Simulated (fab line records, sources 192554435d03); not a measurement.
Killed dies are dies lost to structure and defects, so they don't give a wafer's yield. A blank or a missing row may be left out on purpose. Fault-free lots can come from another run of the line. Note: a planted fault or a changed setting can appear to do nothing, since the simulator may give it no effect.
Chamber matching / flow n5Finfet / N5_FIN_CUT_ETCH_20 on rieDiel-04: 4 sister chambers
The step etches SiARC in CF4, target depth 26 nm, time 43.3 s. 18 wafers are shown with their chamber, then 9 later ones without.

== WAFERS WITH THEIR CHAMBER ==
wafer=L078.1; chamber=2; drypumpMotorCurrentA (A)=5.5; throttleValvePct (%)=15.43; oesProductAu (a.u.)=0.69
wafer=L078.3; chamber=0; drypumpMotorCurrentA (A)=5.8; throttleValvePct (%)=15.84; oesProductAu (a.u.)=0.63
wafer=L078.5; chamber=3; drypumpMotorCurrentA (A)=5.8; throttleValvePct (%)=15.99; oesProductAu (a.u.)=0.64
wafer=L079.3; chamber=0; drypumpMotorCurrentA (A)=5.8; throttleValvePct (%)=15.85; oesProductAu (a.u.)=0.62
wafer=L079.4; chamber=1; drypumpMotorCurrentA (A)=5.7; throttleValvePct (%)=15.46; oesProductAu (a.u.)=0.79
wafer=L079.6; chamber=1; drypumpMotorCurrentA (A)=5.7; throttleValvePct (%)=15.45; oesProductAu (a.u.)=0.79
wafer=L085.1; chamber=1; drypumpMotorCurrentA (A)=5.7; throttleValvePct (%)=15.51; oesProductAu (a.u.)=0.78
wafer=L085.3; chamber=2; drypumpMotorCurrentA (A)=5.5; throttleValvePct (%)=15.46; oesProductAu (a.u.)=0.68
wafer=L085.6; chamber=0; drypumpMotorCurrentA (A)=5.8; throttleValvePct (%)=15.88; oesProductAu (a.u.)=0.61
wafer=L088.3; chamber=3; drypumpMotorCurrentA (A)=5.8; throttleValvePct (%)=16.04; oesProductAu (a.u.)=0.62
wafer=L088.5; chamber=0; drypumpMotorCurrentA (A)=5.8; throttleValvePct (%)=15.89; oesProductAu (a.u.)=0.61
wafer=L088.6; chamber=3; drypumpMotorCurrentA (A)=5.8; throttleValvePct (%)=16.05; oesProductAu (a.u.)=0.63
wafer=L089.1; chamber=3; drypumpMotorCurrentA (A)=5.8; throttleValvePct (%)=16.06; oesProductAu (a.u.)=0.63
wafer=L089.3; chamber=1; drypumpMotorCurrentA (A)=5.7; throttleValvePct (%)=15.50; oesProductAu (a.u.)=0.75
wafer=L089.4; chamber=3; drypumpMotorCurrentA (A)=5.8; throttleValvePct (%)=16.04; oesProductAu (a.u.)=0.62
wafer=L091.3; chamber=0; drypumpMotorCurrentA (A)=5.8; throttleValvePct (%)=15.90; oesProductAu (a.u.)=0.61
wafer=L091.4; chamber=3; drypumpMotorCurrentA (A)=5.8; throttleValvePct (%)=16.07; oesProductAu (a.u.)=0.62
wafer=L091.5; chamber=3; drypumpMotorCurrentA (A)=5.9; throttleValvePct (%)=16.06; oesProductAu (a.u.)=0.63

SIGNATURES (averages over the wafers above)
reading=drypumpMotorCurrentA; chamber 0=5.800; chamber 1=5.700; chamber 2=5.500; chamber 3=5.814; scatter within a chamber=0.0247
reading=throttleValvePct; chamber 0=15.8720; chamber 1=15.4800; chamber 2=15.4450; chamber 3=16.0443; scatter within a chamber=0.0266
reading=oesProductAu; chamber 0=0.6160; chamber 1=0.7775; chamber 2=0.6850; chamber 3=0.6271; scatter within a chamber=0.0113
Rule: a wafer's distance from a chamber is the root of the sum, over the readings, of the square of ((its reading less the chamber's mean) divided by the reading's scatter). The wafer belongs to the nearest chamber; if the next one is less than 2 further off, it can't be placed. The scatter: the root of (the sum of the squares of (reading less its chamber's mean) over the shown wafers, divided by (wafers less chambers)).

== WAFERS WHOSE CHAMBER IS MISSING ==
wafer=L093.3; drypumpMotorCurrentA (A)=5.5; throttleValvePct (%)=15.47; oesProductAu (a.u.)=0.67
wafer=L093.5; drypumpMotorCurrentA (A)=5.9; throttleValvePct (%)=16.07; oesProductAu (a.u.)=0.62
wafer=L093.6; drypumpMotorCurrentA (A)=5.5; throttleValvePct (%)=15.49; oesProductAu (a.u.)=0.68
wafer=L095.1; drypumpMotorCurrentA (A)=5.5; throttleValvePct (%)=15.49; oesProductAu (a.u.)=0.67
wafer=L095.2; drypumpMotorCurrentA (A)=5.8; throttleValvePct (%)=15.90; oesProductAu (a.u.)=0.61
wafer=L095.3; drypumpMotorCurrentA (A)=5.9; throttleValvePct (%)=16.08; oesProductAu (a.u.)=0.62
wafer=L095.4; drypumpMotorCurrentA (A)=5.8; throttleValvePct (%)=15.53; oesProductAu (a.u.)=0.73
wafer=L095.5; drypumpMotorCurrentA (A)=5.5; throttleValvePct (%)=15.48; oesProductAu (a.u.)=0.67
wafer=L095.6; drypumpMotorCurrentA (A)=5.7; throttleValvePct (%)=15.53; oesProductAu (a.u.)=0.74

== WHICH CHAMBER EACH ONE RAN IN ==
wafer=L093.3; from the rows above=2; in truth=2
wafer=L093.5; from the rows above=3; in truth=3
wafer=L093.6; from the rows above=2; in truth=2
wafer=L095.1; from the rows above=2; in truth=2
wafer=L095.2; from the rows above=0; in truth=0
wafer=L095.3; from the rows above=3; in truth=3
wafer=L095.4; from the rows above=1; in truth=1
wafer=L095.5; from the rows above=2; in truth=2
wafer=L095.6; from the rows above=1; in truth=1
9 of 9 placed correctly. Can't be placed from these rows: 0. 0 placed wrongly.
